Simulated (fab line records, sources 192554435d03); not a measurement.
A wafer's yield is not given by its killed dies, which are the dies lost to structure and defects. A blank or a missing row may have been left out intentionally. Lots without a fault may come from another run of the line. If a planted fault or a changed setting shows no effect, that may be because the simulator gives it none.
Matching of chambers :: flow n5Finfet :: N5_BEOL_M7_ILD_DEP_00 on pecvd-04: 3 sister chambers
The step deposits SiCOH lowk from DEMS/porogen, target thk 179.75 nm, time 33.4 s. 6 wafers are shown with their chamber, then 10 later ones without.

WAFERS PAIRED WITH THEIR CHAMBERS
wafer: L079.6
chamber: 2
throttleValvePct (%): 14.1
heaterPowerW (W): 328

wafer: L080.1
chamber: 1
throttleValvePct (%): 14.5
heaterPowerW (W): 396

wafer: L080.3
chamber: 2
throttleValvePct (%): 13.6
heaterPowerW (W): 284

wafer: L086.6
chamber: 0
throttleValvePct (%): 15.0
heaterPowerW (W): 302

wafer: L087.1
chamber: 1
throttleValvePct (%): 14.3
heaterPowerW (W): 427

wafer: L087.2
chamber: 0
throttleValvePct (%): 15.0
heaterPowerW (W): 308

WAFERS WITH NO CHAMBER GIVEN
wafer: L087.3
throttleValvePct (%): 15.2
heaterPowerW (W): 325

wafer: L091.3
throttleValvePct (%): 15.1
heaterPowerW (W): 347

wafer: L091.4
throttleValvePct (%): 15.2
heaterPowerW (W): 344

wafer: L091.6
throttleValvePct (%): 14.6
heaterPowerW (W): 430

wafer: L092.2
throttleValvePct (%): 13.2
heaterPowerW (W): 304

wafer: L092.4
throttleValvePct (%): 15.0
heaterPowerW (W): 348

wafer: L092.6
throttleValvePct (%): 13.5
heaterPowerW (W): 317

wafer: L095.3
throttleValvePct (%): 13.4
heaterPowerW (W): 329

wafer: L095.5
throttleValvePct (%): 13.1
heaterPowerW (W): 324

wafer: L095.6
throttleValvePct (%): 15.1
heaterPowerW (W): 337

THE CHAMBER EACH PASSED THROUGH
wafer: L087.3
from the rows above: 0
in truth: 0

wafer: L091.3
from the rows above: 0
in truth: 0

wafer: L091.4
from the rows above: 0
in truth: 0

wafer: L091.6
from the rows above: 1
in truth: 1

wafer: L092.2
from the rows above: 2
in truth: 2

wafer: L092.4
from the rows above: 0
in truth: 0

wafer: L092.6
from the rows above: 2
in truth: 2

wafer: L095.3
from the rows above: 2
in truth: 2

wafer: L095.5
from the rows above: 2
in truth: 2

wafer: L095.6
from the rows above: 0
in truth: 0
Correctly placed: 10 of 10. Not placeable from these rows: 0. Wrongly placed: 0.
How it was worked out, from the rows above alone: a wafer's distance from a chamber is the root of the sum, over the readings, of the square of ((its reading less the chamber's mean) divided by the reading's scatter). If the next closest chamber is less than 2 further off than the closest, the wafer can't be placed; otherwise it belongs to the closest. Each chamber's mean is taken over the wafers shown for it. The scatter is the square root of a quotient: the sum, over the shown wafers, of each reading's squared deviation from its chamber's mean, divided by wafers minus chambers.
